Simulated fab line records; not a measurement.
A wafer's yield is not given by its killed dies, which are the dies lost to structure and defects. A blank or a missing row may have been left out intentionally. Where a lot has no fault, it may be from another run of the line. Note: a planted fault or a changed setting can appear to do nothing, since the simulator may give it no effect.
A lot that was struck, set against a sound lot :: flow nand-harc :: 13 out of 1159 route steps
Sound: the wafers L144.1, L144.5, L144.6. Struck: wafer L155.5 (left out: L155.6, a lot-mate that was not struck); the cause follows at the end.
Per side, at each step with rows, come the tool, then ch with its chambers, and then its first start. Under that, the readings that differ: sound wafers :: struck wafers :: difference of the means :: sigmas: that difference in standard deviations of wafers without a fault.
alike: readings with means less than 2 such deviations apart, plus words and numbers identical on both sides. not compared: withheld readings, readings lacking a value on some wafer, bounds such as >300 that could conceal the same value, and numbers that have no deviation in the record and whose values overlap.
A row with sigmas, a row that says differs or no value, or rows on one side alone: a step with any of these is where the two part. Numbers that don't overlap but have no deviation are shown without sigmas and don't part them. A reading missing from all wafers of one side parts the sides only when that side holds two or more wafers.

NHARC_A_M0_CMP_23: polishes, t overpolish 20 s, target thk 113.75 nm.
  sound on cmp-03 ch 0,1,3, day 17 19:05; struck on cmp-03 ch 0, day 20 11:52
reading: slurry-flow-ml-min
sound: 149.7 149.4 149.7
struck: 150.8
difference: +1.2
sigmas: +3
  alike: motor-current-A, retaining-ring-pressure-frac, time-to-endpoint-s
NHARC_A_M0_THK_MEAS_24: measures by xrf.
  struck on film-metro-02, day 20 12:04; sound on film-metro-01, day 17 19:21
  alike: thk-nm
next, for these wafers, 1 step has no rows: NHARC_A_M0_SRD_25.
NHARC_A_M0_INSPECT_27:
  struck on defect-inspect-02, day 20 12:14; sound on defect-inspect-02, day 17 19:30
  alike: raw-defect-count
NHARC_A_M0_PRE_CLEAN_31: time 12 s.
  sound on pecvd-01 ch 1,2, day 17 21:17; struck on pecvd-01 ch 2, day 20 12:22
  alike: heater-power-w
NHARC_A_M0_DEP_32: deposits SiCN, target thk 30 nm.
  sound on pecvd-01 ch 1,2, day 17 21:23; struck on pecvd-01 ch 2, day 20 12:40
  alike: heater-power-w
then, 5 steps without rows for these wafers: NHARC_A_M1_DEP_00 (deposits SiOC, target thk 182.5 nm); NHARC_A_M1_DEHYDRATE_01 (time 120 s); NHARC_A_M1_HMDS_02 (time 30 s); NHARC_A_M1_COAT_34 (time 65 s); NHARC_A_M1_COAT_03 (resist thk 90 nm).
NHARC_A_M1_SOFTBAKE_04: time 55 s.
  sound on litho-track-06 ch 0, day 17 22:00; struck on litho-track-04 ch 0, day 20 13:00
reading: heater-power-total-W (W)
sound: 188.32 188.38 188.33
struck: 199.37
difference: +11.03
sigmas: +79
next, for these wafers, 1 step has no rows: NHARC_A_M1_EBR_05.

## WHERE THEY PART
Earliest at NHARC_A_M0_CMP_23; latest, in this record, at NHARC_A_M1_SOFTBAKE_04.

WHY: whatever the simulator had introduced
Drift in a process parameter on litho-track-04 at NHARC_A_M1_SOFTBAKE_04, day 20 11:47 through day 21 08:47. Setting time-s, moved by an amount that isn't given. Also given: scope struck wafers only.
